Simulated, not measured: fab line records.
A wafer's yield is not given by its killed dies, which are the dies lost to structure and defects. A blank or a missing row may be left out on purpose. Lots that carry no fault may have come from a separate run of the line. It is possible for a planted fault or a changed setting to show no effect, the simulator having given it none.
fab line records | flow nandHarc | part 2 of 2: steps 4 to 6 of 6
record lots=21 wafers=63 lastDay=25
route steps=1159 shown A_STAIRCASE@530
lots untouched by any fault: they come from a run of this same line in which no faults occurred
startH: the number of hours between the record's first day and the start of the first shown wafer of the lot | waitH: time in hours since the lot's previous step | " repeats the value in the row above | L1.1+2: several wafers, shown together as one row | - no value, or no start was given | * or withheld: withheld | < > ~ a bound
route shown NAME@n: NAME is a module with steps in the file, n the number in the route of the first one | usual: average and standard deviation across the fault-free wafers | same: alike in all rows | chamber/n: place in a boat | sites: the reading at each site | _std_site: standard deviation of those values | _edge_site: the outer-site mean with the inner-site mean subtracted | radiusMm: how far each site lies from the wafer's centre | mask NAME#n: copy n | behind: the most recent tool/chamber to have shaped the wafer | hold: cause of the lot's hold/its duration in hours/its outcome | device: the transistor (n, p or np) that didn't switch | end of line: the same wafers' tests at the end of the route | step lacking rows: just its recipe | killed: not the wafer's yield, but the dies lost to structure and defects at the first sort | map: a wafer's dies, marking killed ones x, the rest . and places with no die _
set.NAME: the run value of the setting; set.NAME@STEP: its run value at that earlier step | model.NAME: the simulator's own value behind a step, which no gauge read
steps of the route over a sample of lots; a table a step, a row a wafer
services: from which hour (startH, from the record's first day; less than 0 if before it) a tool's chamber was out of use, for how many hours, and why
## steps
# step NHARC_A_STAIRCASE_TRIM_16
# recipe timeS=211.2 o2FlowSccm=500 arFlowSccm=0 biasW=0 chemistry=O2
# usual drypumpMotorCurrentA=5.9/0.42 mfcArSccm=0.009/0.013 oesProductAu=1.005/0.015 rfVppV=57.9/0.9 showerheadPlenumPTorr=3.54/0.13 throttleValvePct=17.036/0.0089
# columns lot.wafer tool chamber startH waitH drypumpMotorCurrentA mfcArSccm oesProductAu rfHoursCounterH rfVppV showerheadPlenumPTorr throttleValvePct
L075.3 rieDiel-08 1 - - 6.0 0.020 1.006 41 57.4 3.44 17.026
L075.5 " 0 " " 6.2 0 1.018 - 57.6 3.54 17.047
L075.6 " 1 " " 6.1 0.020 1.010 - 59.5 3.44 17.042
L074.3 rieDiel-08 3 - - 6.5 0.007 1.031 37 57.8 3.38 17.038
L074.4 " 0 " " 6.2 0 1.020 39 57.7 3.54 17.047
L074.6 " 0 " " 6.2 0 1.030 - 57.2 3.54 17.046
L077.2 rieDiel-01 2 - - 6.3 0 0.975 33 58.1 3.73 17.036
L077.4 " 3 " " 5.1 0.027 0.984 28 58.2 3.69 17.033
L077.3 " 0 " " 5.9 0 0.988 34 56.6 3.28 17.026
L076.2 rieDiel-01 3 - - 5.1 0.027 0.989 31 58.2 3.68 17.037
L076.1 " 0 " " 5.9 0 0.989 37 57.1 3.27 17.028
L076.5 " 2 " " 6.3 0 0.985 - 60.4 3.73 17.035
L079.1 rieDiel-03 1 - - 5.7 0 1.002 8 56.8 3.44 17.018
L079.6 " 0 " " 5.7 0 0.996 - 58.8 3.61 17.024
L079.5 " 1 " " 5.7 0 1.009 - 56.7 3.44 17.024
L078.2 rieDiel-08 2 - - 6.3 0 1.006 46 57.0 3.59 17.049
L078.4 " 0 " " 6.2 0 1.022 45 58.6 3.54 17.063
L078.5 " 2 " " 6.3 0 1.006 - 57.3 3.59 17.034
L080.3 rieDiel-08 0 - - 6.2 0 1.018 53 56.7 3.53 17.038
L080.2 " 1 " " 6.1 0.020 1.009 55 57.8 3.43 17.035
L080.1 " 2 " " 6.3 0 0.993 54 58.1 3.59 17.020
L082.3 rieDiel-03 2 - - 5.5 0.044 1.012 20 58.2 3.62 17.033
L082.1 " 0 " " 5.7 0 1.007 20 57.2 3.60 17.021
L082.6 " 3 " " 5.6 0 0.982 - 58.3 3.49 17.051
L084.4 rieDiel-08 0 - - 6.2 0 1.020 59 58.5 3.53 17.024
L084.1 " 2 " " 6.3 0 1.006 59 58.5 3.59 17.044
L084.5 " 1 " " 6.1 0.020 1.014 - 57.7 3.42 17.039
L083.4 rieDiel-08 0 - - 6.2 0 1.018 59 58.0 3.53 17.036
L083.2 " 2 " " 6.2 0 1.009 59 57.4 3.59 17.023
L083.6 " 1 " " 6.0 0.020 1.019 - 59.3 3.42 17.026
L089.3 rieDiel-01 1 - - 5.2 0.016 0.991 57 58.5 3.78 17.038
L089.2 " 3 " " 5.1 0.027 1.001 52 57.5 3.67 17.046
L089.6 " 1 " " 5.2 0.016 0.989 - 59.3 3.77 17.052
L085.1 rieDiel-08 1 - - 6.1 0.020 1.006 1 57.9 3.42 17.024
L085.4 " 2 " " 6.3 0 1.014 0 58.8 3.58 17.042
L085.2 " 3 " " 6.5 0.007 1.029 1 57.3 3.37 17.029
L086.3 rieDiel-08 3 - - 6.5 0.007 1.032 3 55.3 3.37 17.057
L086.1 " 0 " " 6.2 0 1.015 3 58.2 3.53 17.041
L086.5 " 1 " " 6.0 0.020 1.004 - 57.1 3.42 17.035
L087.3 rieDiel-08 2 - - 6.3 0 1.011 5 59.4 3.58 17.046
L087.5 " 2 " " 6.3 0 1.023 - 58.7 3.58 17.031
L087.6 " 3 " " 6.5 0.007 1.023 - 57.6 3.37 17.039
L088.1 rieDiel-03 2 - - 5.5 0.044 1.008 35 56.2 3.61 17.038
L088.3 " 0 " " 5.7 0 1.008 38 58.4 3.59 17.027
L088.5 " 1 " " 5.6 0 1.002 - 56.9 3.43 17.022
L090.2 rieDiel-03 3 - - 5.6 0 0.995 40 56.9 3.48 17.036
L090.1 " 2 " " 5.5 0.044 1.007 38 58.8 3.61 17.052
L090.6 " 0 " " 5.7 0 1.013 - 57.7 3.59 17.024
L091.4 rieDiel-08 2 - - 6.3 0 1.017 11 57.2 3.58 17.045
L091.3 " 3 " " 6.5 0.007 1.042 10 58.6 3.36 17.038
L091.2 " 0 " " 6.2 0 1.024 10 59.0 3.52 17.026
L092.4 rieDiel-08 0 - - 6.2 0 1.015 13 58.9 3.52 17.032
L092.6 " 1 " " 6.0 0.020 0.989 - 56.7 3.41 17.031
L092.5 " 2 " " 6.3 0 1.019 - 58.4 3.58 17.031
L094.3 rieDiel-03 0 - - 5.7 0 1.002 44 58.3 3.59 17.025
L094.1 " 1 " " 5.7 0 0.985 43 56.7 3.42 17.034
L094.2 " 2 " " 5.5 0.044 1.017 43 57.0 3.60 17.024
L095.2 rieDiel-01 3 - - 5.0 0.027 0.995 7 58.3 3.67 17.036
L095.4 " 1 " " 5.2 0.016 1.007 7 59.2 3.77 17.033
L095.6 " 3 " " 5.1 0.027 0.993 - 57.7 3.67 17.036
L097.3 rieDiel-01 3 - - 5.1 0.027 0.988 15 58.4 3.66 17.048
L097.2 " 0 " " 5.9 0 0.991 15 58.0 3.80 17.035
L097.6 " 2 " " 6.4 0 0.993 - 58.3 3.71 17.052
# step NHARC_A_STAIRCASE_STRIP_175
# recipe powerW=1500 tempC=250 chemistry=O2
# usual drypumpMotorCurrentA=5.63/0.28 heaterPowerW=346/45
# columns lot.wafer tool chamber startH waitH drypumpMotorCurrentA heaterPowerW rfHoursCounterH
L074.3 plasmaAsher-01 1 243.42 0.2 5.39 305 -
L074.4 " 0 " " 5.75 403 -
L074.6 " 1 " " 5.40 308 -
L075.3 plasmaAsher-02 0 243.54 0.2 5.35 383 -
L075.5 " 0 " " 5.32 388 -
L075.6 " 1 " " 6.01 312 -
L077.2 plasmaAsher-02 0 246.12 0.1 5.35 388 20
L077.3 " 1 " " 6.01 304 -
L077.4 " 0 " " 5.35 390 -
L076.1 plasmaAsher-02 0 253.63 0.1 5.34 391 23
L076.2 " 1 " " 6.00 313 23
L076.5 " 0 " " 5.36 382 -
L078.2 plasmaAsher-01 1 256.05 0.1 5.38 297 55
L078.4 " 0 " " 5.73 405 -
L078.5 " 1 " " 5.36 307 -
L079.1 plasmaAsher-01 1 257.55 0.1 5.35 299 56
L079.6 " 1 " " 5.40 306 -
L079.5 " 0 " " 5.74 408 -
L080.2 plasmaAsher-02 1 279.58 0.1 5.99 311 31
L080.1 " 0 " " 5.34 390 31
L080.3 " 1 " " 6.01 306 -
L082.1 plasmaAsher-01 1 288.69 0.1 5.42 285 1
L082.3 " 1 " " 5.41 304 -
L082.6 " 1 " " 5.41 287 -
L084.1 plasmaAsher-01 1 294.64 0.1 5.40 288 4
L084.4 " 0 " " 5.75 392 -
L084.5 " 1 " " 5.39 290 -
L083.2 plasmaAsher-02 0 294.73 0.1 5.34 384 38
L083.4 " 1 " " 6.03 312 -
L083.6 " 0 " " 5.35 392 -
L089.2 plasmaAsher-01 0 313.37 0.1 5.73 380 9
L089.3 " 0 " " 5.75 388 -
L089.6 " 1 " " 5.40 289 -
L085.2 plasmaAsher-02 1 313.90 0.2 6.03 306 44
L085.1 " 0 " " 5.36 392 44
L085.4 " 0 " " 5.35 385 -
L086.1 plasmaAsher-01 1 318.95 0.1 5.37 289 12
L086.3 " 1 " " 5.38 288 -
L086.5 " 0 " " 5.77 378 -
L087.3 plasmaAsher-02 1 321.00 0.2 6.01 313 -
L087.5 " 0 " " 5.36 388 -
L087.6 " 1 " " 6.03 311 -
L088.1 plasmaAsher-01 1 324.94 0.1 5.38 286 15
L088.3 " 1 " " 5.39 286 -
L088.5 " 1 " " 5.34 283 -
L090.2 plasmaAsher-02 1 333.78 0.1 6.02 303 51
L090.1 " 0 " " 5.33 386 51
L090.6 " 0 " " 5.35 385 -
L091.2 plasmaAsher-02 0 339.15 0.1 5.36 388 51
L091.4 " 1 " " 6.03 315 -
L091.3 " 0 " " 5.36 390 -
L092.4 plasmaAsher-02 0 348.59 0.2 5.35 392 -
L092.6 " 1 " " 6.02 305 -
L092.5 " 0 " " 5.36 388 -
L094.1 plasmaAsher-02 1 350.14 0.1 6.01 317 56
L094.2 " 0 " " 5.34 386 56
L094.3 " 1 " " 6.00 309 -
L095.2 plasmaAsher-02 1 359.59 0.1 6.02 314 59
L095.4 " 1 " " 6.03 315 -
L095.6 " 0 " " 5.35 388 -
L097.2 plasmaAsher-01 1 383.57 0.1 5.39 287 37
L097.3 " 0 " " 5.74 384 -
L097.6 " 0 " " 5.74 384 -
# step NHARC_A_STAIRCASE_STRIP_205
# recipe powerW=1500 tempC=250 chemistry=O2
# usual drypumpMotorCurrentA=5.63/0.29 heaterPowerW=344/44
# columns lot.wafer tool chamber startH waitH drypumpMotorCurrentA heaterPowerW rfHoursCounterH
L074.3 plasmaAsher-02 0 247.28 0.2 5.36 394 -
L074.4 " 1 " " 6.00 303 -
L074.6 " 0 " " 5.35 394 -
L075.3 plasmaAsher-02 1 247.56 0.4 6.00 316 -
L075.6 " 1 " " 6.00 300 -
L075.5 " 0 " " 5.36 390 -
L077.2 plasmaAsher-02 1 249.79 0.1 6.00 304 21
L077.3 " 1 " " 6.00 305 -
L077.4 " 0 " " 5.35 384 -
L076.2 plasmaAsher-02 1 258.00 0.1 6.02 308 25
L076.1 " 0 " " 5.34 395 25
L076.5 " 0 " " 5.34 383 -
L078.2 plasmaAsher-02 1 260.46 0.1 6.01 311 25
L078.4 " 1 " " 6.01 316 -
L078.5 " 0 " " 5.36 390 -
L079.1 plasmaAsher-02 0 261.86 0.1 5.34 404 25
L079.6 " 0 " " 5.34 394 -
L079.5 " 1 " " 6.00 313 -
L080.1 plasmaAsher-02 1 283.70 0.4 6.01 311 32
L080.2 " 0 " " 5.36 389 32
L080.3 " 0 " " 5.34 384 -
L082.1 plasmaAsher-01 1 292.97 0.1 5.38 305 3
L082.3 " 0 " " 5.72 382 -
L082.6 " 0 " " 5.73 367 -
L084.1 plasmaAsher-01 1 298.60 0.1 5.38 286 5
L084.4 " 1 " " 5.39 293 -
L084.5 " 1 " " 5.35 289 -
L083.2 plasmaAsher-02 0 298.76 0.1 5.34 388 39
L083.4 " 1 " " 6.01 311 -
L083.6 " 1 " " 6.00 312 -
L089.2 plasmaAsher-01 0 318.63 0.1 5.73 382 12
L089.3 " 1 " " 5.43 283 -
L089.6 " 0 " " 5.73 384 -
L085.1 plasmaAsher-01 0 319.51 0.2 5.73 380 13
L085.2 " 1 " " 5.34 282 13
L085.4 " 1 " " 5.35 289 -
L086.1 plasmaAsher-02 1 323.02 0.1 6.00 301 47
L086.3 " 1 " " 6.03 316 -
L086.5 " 1 " " 6.01 311 -
L087.3 plasmaAsher-02 0 325.57 0.4 5.35 389 -
L087.5 " 0 " " 5.34 377 -
L087.6 " 1 " " 6.01 318 -
L088.1 plasmaAsher-02 1 328.87 0.1 6.00 310 50
L088.3 " 0 " " 5.33 388 -
L088.5 " 0 " " 5.34 391 -
L090.2 plasmaAsher-01 0 337.77 0.1 5.74 375 19
L090.1 " 1 " " 5.40 287 19
L090.6 " 1 " " 5.38 294 -
L091.2 plasmaAsher-01 1 342.82 0.1 5.37 287 21
L091.4 " 1 " " 5.35 286 -
L091.3 " 0 " " 5.72 382 -
L092.4 plasmaAsher-02 1 352.25 0.2 6.00 311 -
L092.6 " 1 " " 6.01 310 -
L092.5 " 0 " " 5.34 395 -
L094.1 plasmaAsher-02 0 354.18 0.1 5.34 384 58
L094.2 " 1 " " 6.00 310 58
L094.3 " 0 " " 5.35 394 -
L095.2 plasmaAsher-01 1 364.39 0.7 5.39 289 31
L095.4 " 1 " " 5.36 288 -
L095.6 " 1 " " 5.35 291 -
L097.2 plasmaAsher-01 0 387.26 0.1 5.73 383 38
L097.3 " 0 " " 5.74 392 -
L097.6 " 0 " " 5.75 380 -
## services
# columns tool chamber startH hours kind
rieDiel-03 - 215.35 9.0 pm
rieDiel-01 3 215.88 9.7 repair
plasmaAsher-01 - 215.93 5.4 repair
rieDiel-08 0 232.27 - clean
rieDiel-08 1 232.27 - clean
rieDiel-08 2 232.27 - clean
rieDiel-08 3 232.27 - clean
rieDiel-08 0 256.77 - clean
rieDiel-08 1 256.77 - clean
rieDiel-08 2 256.77 - clean
rieDiel-08 3 256.77 - clean
rieDiel-01 0 264.34 4.4 repair
rieDiel-08 3 265.31 3.5 repair
plasmaAsher-01 - 277.00 9.0 pm
rieDiel-08 0 281.27 - clean
rieDiel-08 1 281.27 - clean
rieDiel-08 2 281.27 - clean
rieDiel-08 3 281.27 - clean
rieDiel-08 - 301.80 9.0 pm
rieDiel-08 0 301.80 9.0 ventCycle
rieDiel-08 1 301.80 9.0 ventCycle
rieDiel-08 2 301.80 9.0 ventCycle
rieDiel-01 - 323.45 9.0 pm
plasmaAsher-02 - 360.72 9.0 pm
